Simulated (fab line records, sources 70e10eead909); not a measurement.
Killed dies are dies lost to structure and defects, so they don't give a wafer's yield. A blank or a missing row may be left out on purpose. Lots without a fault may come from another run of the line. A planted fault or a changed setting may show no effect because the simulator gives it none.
Chamber matching | flow nand_harc | NHARC_A_STAIRCASE_TRIM_12 on rie_diel-11: 4 sister chambers
The step chemistry O2, time 211.2 s. 18 wafers are shown with their chamber, then 9 later ones without.

WAFERS WITH THEIR CHAMBER
wafer  | chamber | showerhead_plenum_p_Torr (Torr) | oes_product_au (a.u.) | rf_vpp_V (V)
L076.2 | 0       | 3.42                            | 0.995                 | 57.2
L076.4 | 2       | 3.60                            | 1.002                 | 57.5
L076.5 | 2       | 3.60                            | 1.004                 | 58.7
L081.3 | 0       | 3.41                            | 1.001                 | 56.6
L081.4 | 2       | 3.60                            | 1.001                 | 58.2
L081.5 | 2       | 3.60                            | 0.990                 | 57.1
L086.1 | 3       | 3.31                            | 0.999                 | 57.0
L086.4 | 3       | 3.31                            | 1.001                 | 57.9
L086.5 | 2       | 3.58                            | 0.995                 | 57.4
L088.1 | 1       | 3.53                            | 0.996                 | 57.1
L088.3 | 0       | 3.40                            | 0.989                 | 57.3
L088.4 | 3       | 3.31                            | 1.001                 | 57.0
L089.1 | 3       | 3.30                            | 1.001                 | 56.0
L089.2 | 0       | 3.40                            | 0.992                 | 58.1
L089.6 | 3       | 3.31                            | 1.015                 | 56.9
L091.2 | 3       | 3.30                            | 0.990                 | 57.1
L091.5 | 0       | 3.39                            | 0.973                 | 59.0
L091.6 | 3       | 3.30                            | 0.989                 | 59.1

SIGNATURES (means of the wafers above)
reading                  | chamber 0 | chamber 1 | chamber 2 | chamber 3 | scatter within a chamber
showerhead_plenum_p_Torr | 3.4040    | 3.5300    | 3.5960    | 3.3057    | 0.0085
oes_product_au           | 0.99000   | 0.99600   | 0.99840   | 0.99943   | 0.00854
rf_vpp_V                 | 57.640    | 57.100    | 57.780    | 57.286    | 0.879
Rule: a wafer's distance from a chamber is the root of the sum, over the readings, of the square of ((its reading less the chamber's mean) divided by the reading's scatter). The wafer belongs to the nearest chamber; if the next one is less than 2 further off, it can't be placed. The scatter: the root of (the sum of the squares of (reading less its chamber's mean) over the shown wafers, divided by (wafers less chambers)).

WAFERS WITHOUT THEIR CHAMBER
wafer  | showerhead_plenum_p_Torr (Torr) | oes_product_au (a.u.) | rf_vpp_V (V)
L091.1 | 3.39                            | 0.973                 | 59.3
L091.3 | 3.58                            | 0.988                 | 58.1
L091.4 | 3.53                            | 0.974                 | 58.0
L093.2 | 3.53                            | 1.007                 | 56.7
L093.4 | 3.30                            | 0.988                 | 56.1
L093.6 | 3.52                            | 0.995                 | 58.9
L097.1 | 3.52                            | 0.988                 | 58.0
L097.4 | 3.38                            | 0.972                 | 57.0
L097.5 | 3.38                            | 0.975                 | 57.3

WHICH CHAMBER EACH WENT THROUGH
wafer  | from the rows above | in truth
L091.1 | 0                   | 0
L091.3 | 2                   | 2
L091.4 | 1                   | 1
L093.2 | 1                   | 1
L093.4 | 3                   | 3
L093.6 | 1                   | 1
L097.1 | 1                   | 1
L097.4 | 0                   | 0
L097.5 | 0                   | 0
Placed correctly: 9 of 9. Can't be placed from these rows: 0. Placed wrongly: 0.
